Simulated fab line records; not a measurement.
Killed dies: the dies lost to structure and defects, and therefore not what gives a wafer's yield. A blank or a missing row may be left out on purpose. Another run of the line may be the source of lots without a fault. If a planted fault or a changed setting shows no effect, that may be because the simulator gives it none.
fab line records	flow nandHarc
record: lots: 12	wafers: 36	lastDay: 33
route steps=1302 shown A_SLIT@937 A_WL_FILL@952
lots untouched by any fault: they come from a run of this same line in which no faults occurred
startH: start of the lot's first displayed wafer, in hours after the record's first day	waitH: hours from the lot's prior step to this one	" identical to the entry in the row above	L1.1+2: several wafers, shown together as one row	- no value, or no start given	* or withheld: withheld	< > ~ a bound
route shown NAME@n: NAME is a module with steps in the file, n the number in the route of the first one	usual: the fault-free wafers' mean and standard deviation	same: alike in all rows	chamber/n: place in a boat	sites: per-site readings	_std_site: their standard deviation	_edge_site: inner sites' mean taken away from outer sites' mean	radiusMm: how far each site lies from the wafer's centre	mask NAME#n: copy n	behind: the last tool/chamber to shape the wafer	hold: cause of the lot's hold/its duration in hours/its outcome	device: the transistor (n, p or np) that didn't switch	end of line: the route-end tests of the same wafers	a step with no rows: only its recipe	killed: the dies lost at the first sort to structure and to defects; this is not the yield of the wafer	map: a wafer's dies, marking killed ones x, the rest . and places with no die _
set.NAME: the run value of the setting; set.NAME@STEP: its run value at that earlier step	model.NAME: the simulator's own value behind a step, which no gauge read
the route's steps for a sample of lots (tables are steps, rows are wafers)
services: when a tool's chamber went out of use (startH, in hours from the record's first day, below 0 if earlier), for how many hours, and the reason
== steps ==
step: NHARC_A_SLIT_ETCH_24
recipe: targetDepthA: 1210	timeS: 60.5	cf4FlowSccm: 100	chf3FlowSccm: 30	arFlowSccm: 0	rfW: 500	biasW: 200	chemistry: CF4/CHF3
usual: drypumpMotorCurrentA: 5.7/0.44	oesProductAu: 0.954/0.019	rfVppV: 370.7/2.2	showerheadPlenumPTorr: 1.58/0.063	throttleValvePct: 16.803/0.0088
lot.wafer	tool	chamber	startH	waitH	drypumpMotorCurrentA	oesProductAu	rfHoursCounterH	rfVppV	showerheadPlenumPTorr	throttleValvePct
L408.4	rieDiel-04	0	460.47	0.1	5.9	0.974	3.6	369.5	1.55	16.810
L408.2	"	3	"	"	5.9	0.960	4.7	370.9	1.56	16.797
L408.6	"	0	"	"	5.8	0.977	-	370.2	1.55	16.802
L409.2	rieDiel-10	0	460.62	0.1	5.4	0.950	1.0	369.3	1.48	16.788
L409.3	"	3	"	"	6.1	0.955	1.1	375.1	1.65	16.815
L409.6	"	1	"	"	5.3	0.955	-	369.5	1.54	16.813
L407.3	rieDiel-05	3	462.20	0.1	5.5	0.948	1.8	369.8	1.56	16.802
L407.1	"	0	"	"	5.5	0.971	2.5	369.5	1.55	16.786
L407.2	"	1	"	"	6.5	0.953	2.7	371.7	1.61	16.798
L410.4	rieDiel-10	0	482.86	0.1	5.4	0.950	2.3	366.2	1.48	16.798
L410.6	"	0	"	"	5.5	0.955	-	368.5	1.48	16.805
L410.5	"	1	"	"	5.3	0.958	-	369.4	1.54	16.802
L413.4	rieDiel-05	1	495.50	0.1	6.6	0.949	5.1	370.7	1.60	16.796
L413.3	"	2	"	"	6.1	0.940	5.1	374.0	1.68	16.807
L413.5	"	0	"	"	5.5	0.963	-	369.6	1.54	16.786
L412.4	rieDiel-04	3	497.00	0.1	5.9	0.968	6.2	369.9	1.56	16.816
L412.1	"	2	"	"	6.3	0.971	5.4	373.0	1.63	16.818
L412.5	"	3	"	"	5.9	0.967	-	369.2	1.56	16.805
L414.3	rieDiel-10	1	516.75	0.1	5.2	0.952	4.5	368.9	1.54	16.809
L414.2	"	3	"	"	6.0	0.975	4.7	372.3	1.65	16.806
L414.5	"	1	"	"	5.3	0.960	-	370.3	1.54	16.813
L416.1	rieDiel-10	1	541.15	0.7	5.3	0.944	6.9	369.7	1.54	16.803
L416.5	"	0	"	"	5.4	0.957	-	368.3	1.48	16.803
L416.6	"	1	"	"	5.2	0.945	-	369.7	1.54	16.800
L424.2	rieDiel-10	3	630.44	0.1	6.0	0.928	0.3	372.4	1.65	16.797
L424.3	"	0	"	"	5.4	0.920	0.4	367.6	1.48	16.801
L424.5	"	2	"	"	5.4	0.933	-	373.2	1.65	16.795
L425.1	rieDiel-05	0	642.33	0.1	5.5	0.923	2.5	370.1	1.54	16.802
L425.2	"	1	"	"	6.5	0.915	3.1	373.0	1.60	16.802
L425.4	"	2	"	"	6.1	0.925	3.2	376.3	1.68	16.791
L430.3	rieDiel-05	2	665.35	0.1	6.1	0.951	5.7	373.9	1.68	16.820
L430.2	"	1	"	"	6.5	0.944	5.5	371.7	1.60	16.815
L430.4	"	1	"	"	6.5	0.944	-	371.3	1.60	16.789
L429.4	rieDiel-10	3	666.66	0.1	6.0	0.956	3.6	373.0	1.65	16.809
L429.6	"	0	"	"	5.4	0.955	-	367.7	1.48	16.792
L429.5	"	1	"	"	5.2	0.969	-	369.9	1.54	16.802
step: NHARC_A_WL_FILL_ALD_00
recipe: targetThkA: 30	pulseTimeS: 3	aldCycles: 30	tempC: 300	material: Al2O3
usual: aldCycles: 30/0	heaterPowerW: 446/40	precursorPulseHeightRel: 1.001/0.019
lot.wafer	tool	chamber	startH	waitH	aldCycles	heaterPowerW	precursorPulseHeightRel	sinceWetCleanH
L408.4	aldHk-02	0	473.39	0.1	30	457	0.964	113
L408.2	"	3	"	"	30	498	1.052	113
L408.6	"	0	"	"	30	461	0.997	-
L409.2	aldHk-04	1	473.39	0.1	30	421	0.982	26
L409.3	"	2	"	"	30	447	1.023	26
L409.6	"	1	"	"	30	421	1.024	-
L407.1	aldHk-03	1	477.20	0.1	30	468	1.032	76
L407.2	"	2	"	"	30	431	0.993	76
L407.3	"	3	"	"	30	385	1.018	76
L410.4	aldHk-04	1	498.79	0.1	30	409	1.010	52
L410.5	"	1	"	"	30	416	1.006	-
L410.6	"	2	"	"	30	441	0.981	-
L413.3	aldHk-03	2	508.49	0.1	30	431	1.002	108
L413.4	"	3	"	"	30	398	0.983	108
L413.5	"	1	"	"	30	473	1.007	-
L412.4	aldHk-02	1	508.50	0.1	30	426	0.991	148
L412.1	"	2	"	"	30	420	1.003	148
L412.5	"	1	"	"	30	438	0.994	-
L414.2	aldHk-03	2	529.89	0.2	30	429	1.034	129
L414.3	"	0	"	"	30	489	1.004	129
L414.5	"	2	"	"	30	427	0.999	-
L416.1	aldHk-04	0	556.93	0.1	30	408	0.998	110
L416.6	"	1	"	"	30	411	0.996	-
L416.5	"	2	"	"	30	439	0.976	-
L424.2	aldHk-04	2	643.53	0.1	41	449	1.007	19
L424.3	"	3	"	"	30	507	1.005	19
L424.5	"	0	"	"	41	424	0.989	-
L425.1	aldHk-04	3	656.48	0.1	30	506	0.979	32
L425.2	"	0	"	"	41	415	0.988	32
L425.4	"	1	"	"	30	397	0.982	32
L429.4	aldHk-02	2	678.56	0.1	30	417	1.000	141
L429.5	"	1	"	"	30	426	1.028	-
L429.6	"	2	"	"	30	429	1.019	-
L430.4	aldHk-02	2	678.70	0.2	30	411	0.968	141
L430.2	"	3	"	"	30	522	0.998	141
L430.3	"	0	"	"	30	470	1.000	141
step: NHARC_A_WL_FILL_ALD_02
recipe: targetThkA: 20	pulseTimeS: 3	aldCycles: 100	tempC: 450	material: TiN
usual: aldCycles: 100/0	heaterPowerW: 1103/120	precursorPulseHeightRel: 1.001/0.019
lot.wafer	tool	chamber	startH	waitH	aldCycles	heaterPowerW	precursorPulseHeightRel	sinceWetCleanH
L408.4	aldMetal-01	2	473.88	0.1	100	1080	1.012	116
L408.2	"	3	"	"	100	1155	0.982	116
L408.6	"	3	"	"	100	1188	0.996	-
L409.3	aldMetal-04	1	473.91	0.2	100	1311	1.023	168
L409.2	"	3	"	"	100	998	1.017	168
L409.6	"	1	"	"	100	1290	1.001	-
L407.1	aldMetal-03	1	477.65	0.2	100	1132	0.962	78
L407.3	"	3	"	"	100	1057	1.029	78
L407.2	"	0	"	"	100	1210	0.983	78
L410.4	aldMetal-04	0	499.27	0.1	100	1304	1.038	15
L410.6	"	0	"	"	100	1258	1.025	-
L410.5	"	1	"	"	100	1270	0.985	-
L412.4	aldMetal-04	0	509.01	0.2	100	1287	1.010	25
L412.1	"	2	"	"	100	1145	0.946	25
L412.5	"	0	"	"	100	1248	1.015	-
L413.3	aldMetal-03	0	509.02	0.2	100	1193	1.004	109
L413.4	"	1	"	"	100	1133	0.985	109
L413.5	"	2	"	"	100	903	1.032	-
L414.2	aldMetal-04	3	530.35	0.2	100	960	1.014	46
L414.3	"	1	"	"	100	1282	1.003	46
L414.5	"	3	"	"	100	978	0.992	-
L416.1	aldMetal-01	3	557.33	0.2	100	1073	1.006	21
L416.5	"	3	"	"	100	1051	1.032	-
L416.6	"	0	"	"	100	1044	1.024	-
L424.2	aldMetal-01	0	643.96	0.2	100	1010	0.978	108
L424.3	"	3	"	"	100	1097	0.988	108
L424.5	"	0	"	"	100	1032	0.979	-
L425.1	aldMetal-03	3	656.93	0.2	100	1071	1.016	79
L425.2	"	1	"	"	100	1122	0.984	79
L425.4	"	2	"	"	100	973	1.024	79
L429.4	aldMetal-03	2	679.05	0.1	100	984	1.003	101
L429.5	"	1	"	"	100	1116	1.013	-
L429.6	"	2	"	"	100	1009	0.991	-
L430.2	aldMetal-01	0	679.17	0.2	100	1048	0.990	143
L430.4	"	1	"	"	100	913	0.986	143
L430.3	"	3	"	"	100	1090	1.011	143
step: NHARC_A_WL_FILL_ALD_10
recipe: targetThkA: 500	pulseTimeS: 10	aldCycles: 500	tempC: 300	material: SiO2
usual: aldCycles: 500/0	heaterPowerW: 445/40	precursorPulseHeightRel: 1.001/0.019
lot.wafer	tool	chamber	startH	waitH	aldCycles	heaterPowerW	precursorPulseHeightRel	sinceWetCleanH
L409.3	aldHk-03	2	480.97	0.6	500	437	1.015	81
L409.2	"	3	"	"	500	389	1.009	81
L409.6	"	2	482.99	2.6	500	438	0.994	-
L408.4	aldHk-02	3	483.98	3.6	500	490	0.971	125
L408.2	"	1	485.02	4.6	500	421	0.994	126
L408.6	"	3	486.06	5.6	500	488	0.987	-
L407.2	aldHk-03	0	485.65	0.1	500	479	1.006	86
L407.1	"	1	"	"	500	469	0.997	86
L407.3	"	2	"	"	500	425	0.971	87
L410.4	aldHk-02	1	505.14	0.0	500	428	1.003	146
L410.6	"	1	507.21	2.1	500	434	0.972	-
L410.5	"	2	"	"	500	427	0.990	-
L412.4	aldHk-04	0	517.50	0.1	500	413	1.022	72
L412.1	"	2	518.54	1.1	500	454	1.011	73
L412.5	"	0	519.58	2.1	500	403	0.981	-
L413.3	aldHk-03	3	518.56	1.1	500	391	0.973	119
L413.4	"	0	"	"	500	473	0.963	119
L413.5	"	1	"	"	500	460	1.000	-
L414.2	aldHk-03	3	536.92	0.1	500	392	0.961	137
L414.3	"	2	538.49	1.6	500	431	0.994	138
L414.5	"	3	"	"	500	383	0.975	-
L416.1	aldHk-04	0	563.41	0.1	500	410	0.980	117
L416.6	"	0	565.47	2.1	500	412	0.998	-
L416.5	"	1	"	"	500	418	0.997	-
L424.3	aldHk-04	0	651.39	0.1	500	423	0.995	27
L424.2	"	2	652.42	1.1	500	447	1.001	28
L424.5	"	1	653.97	2.6	500	405	0.986	-
L425.2	aldHk-03	2	665.03	0.6	500	415	1.011	87
L425.4	"	3	"	"	500	394	1.018	88
L425.1	"	0	"	"	500	459	1.018	88
L429.4	aldHk-02	2	685.85	0.0	500	425	1.000	149
L429.6	"	2	687.91	2.1	500	428	0.972	-
L429.5	"	3	"	"	500	530	1.002	-
L430.4	aldHk-04	2	685.86	0.1	500	449	1.010	62
L430.3	"	3	"	"	500	530	1.011	62
L430.2	"	0	"	"	500	414	1.017	63
== services ==
tool	chamber	startH	hours	kind
rieDiel-04	2	442.74	4.8	repair
rieDiel-10	1	450.74	1.6	repair
rieDiel-05	-	490.41	0.3	repair
rieDiel-10	2	504.28	4.7	repair
rieDiel-10	-	512.27	0.4	repair
aldMetal-01	-	526.00	10.0	pm
aldHk-02	-	528.09	10.0	pm
aldMetal-01	1	538.95	2.9	repair
aldHk-02	-	543.87	0.9	repair
aldMetal-01	3	548.05	5.2	repair
aldMetal-03	-	568.00	10.0	pm
aldHk-03	-	569.01	10.0	pm
rieDiel-05	-	583.60	9.0	pm
aldMetal-03	-	595.16	4.5	repair
rieDiel-10	-	596.50	9.0	pm
rieDiel-05	0	598.80	4.6	repair
aldHk-04	-	614.98	10.0	pm
rieDiel-10	1	615.14	6.6	repair
rieDiel-05	1	634.21	2.7	repair
aldMetal-04	-	652.10	10.0	pm
rieDiel-10	1	657.80	6.8	repair
rieDiel-05	0	658.72	8.7	repair
rieDiel-10	2	660.25	1.7	repair
aldHk-04	-	675.42	0.7	repair
== key ==
firstSign: step: NHARC_A_WL_FILL_ALD_00	reading: aldCycles	direction: up	sigmas: 99+	usual: 30	struck: 41
effect none on later readings
metAt NHARC_A_WL_FILL_ALD_00
struckLots L424,L425
struckWafers L424.2,L424.5,L425.2
testerLeftOut L424,L425
notActingAt NHARC_A_SLIT_ETCH_24,NHARC_A_WL_FILL_ALD_02,NHARC_A_WL_FILL_ALD_10
onsetBetween 556.93 643.53
fault: kind: processParameterDrift	tool: aldHk-04	chamber: -	onsetH: 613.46	steps: NHARC_A_WL_FILL_ALD_00	channel: aldCycles	offset: 11	shape: step	endH: 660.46	scope: struckWafersOnly	actsIn: theseRecipesOnly	stated: 30
testerLeftOut: of these lots the tester's yield and bins aren't shown, on N5 and GAA mostly nor the transistor test; their killed dies are dies lost to structure and defects alone, not to doping, threshold or leakage, so they don't give the yield
